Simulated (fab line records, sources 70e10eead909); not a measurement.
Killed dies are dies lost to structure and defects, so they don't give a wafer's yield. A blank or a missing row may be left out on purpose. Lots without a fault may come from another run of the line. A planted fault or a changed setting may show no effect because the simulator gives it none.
Chamber matching | flow nand_harc | NHARC_A_STAIRCASE_ETCH_313 on rie_diel-04: 4 sister chambers
The step etches the open film in CF4/CHF3. 18 wafers are shown with their chamber, then 9 later ones without.

WAFERS WITH THEIR CHAMBER
wafer  | chamber | showerhead_plenum_p_Torr (Torr) | drypump_motor_current_A (A) | rf_vpp_V (V)
L077.1 | 1       | 1.62                            | 5.66                        | 372.9
L077.3 | 3       | 1.56                            | 5.73                        | 369.7
L077.6 | 2       | 1.58                            | 6.12                        | 371.9
L080.1 | 1       | 1.62                            | 5.62                        | 373.2
L080.5 | 0       | 1.59                            | 5.56                        | 370.5
L080.6 | 1       | 1.62                            | 5.61                        | 373.9
L083.2 | 0       | 1.59                            | 5.54                        | 371.1
L083.3 | 2       | 1.58                            | 6.14                        | 371.7
L083.5 | 2       | 1.58                            | 6.12                        | 370.3
L084.1 | 1       | 1.62                            | 5.64                        | 371.4
L084.4 | 2       | 1.58                            | 6.12                        | 370.3
L084.6 | 3       | 1.56                            | 5.75                        | 369.7
L087.1 | 3       | 1.56                            | 5.76                        | 370.3
L087.3 | 0       | 1.59                            | 5.55                        | 370.7
L087.5 | 3       | 1.56                            | 5.75                        | 369.8
L088.3 | 2       | 1.58                            | 6.14                        | 371.8
L088.5 | 2       | 1.58                            | 6.13                        | 370.5
L088.6 | 1       | 1.61                            | 5.65                        | 372.1

SIGNATURES (means of the wafers above)
reading                  | chamber 0 | chamber 1 | chamber 2 | chamber 3 | scatter within a chamber
showerhead_plenum_p_Torr | 1.5900    | 1.6180    | 1.5800    | 1.5600    | 0.00239
drypump_motor_current_A  | 5.5500    | 5.6360    | 6.1283    | 5.7475    | 0.0143
rf_vpp_V                 | 370.767   | 372.700   | 371.083   | 369.875   | 0.724
Rule: a wafer's distance from a chamber is the root of the sum, over the readings, of the square of ((its reading less the chamber's mean) divided by the reading's scatter). The wafer belongs to the nearest chamber; if the next one is less than 2 further off, it can't be placed. The scatter: the root of (the sum of the squares of (reading less its chamber's mean) over the shown wafers, divided by (wafers less chambers)).

WAFERS WITHOUT THEIR CHAMBER
wafer  | showerhead_plenum_p_Torr (Torr) | drypump_motor_current_A (A) | rf_vpp_V (V)
L092.2 | 1.59                            | 5.54                        | 369.8
L092.4 | 1.56                            | 5.74                        | 368.6
L092.5 | 1.58                            | 6.16                        | 369.6
L090.1 | 1.59                            | 5.56                        | 371.1
L090.2 | 1.58                            | 6.16                        | 369.8
L090.6 | 1.56                            | 5.73                        | 371.9
L094.3 | 1.61                            | 5.61                        | 372.5
L094.4 | 1.58                            | 5.55                        | 371.1
L094.5 | 1.55                            | 5.75                        | 370.0

WHICH CHAMBER EACH WENT THROUGH
wafer  | from the rows above | in truth
L092.2 | 0                   | 0
L092.4 | 3                   | 3
L092.5 | 2                   | 2
L090.1 | 0                   | 0
L090.2 | 2                   | 2
L090.6 | 3                   | 3
L094.3 | 1                   | 1
L094.4 | 0                   | 0
L094.5 | 3                   | 3
Placed correctly: 9 of 9. Can't be placed from these rows: 0. Placed wrongly: 0.
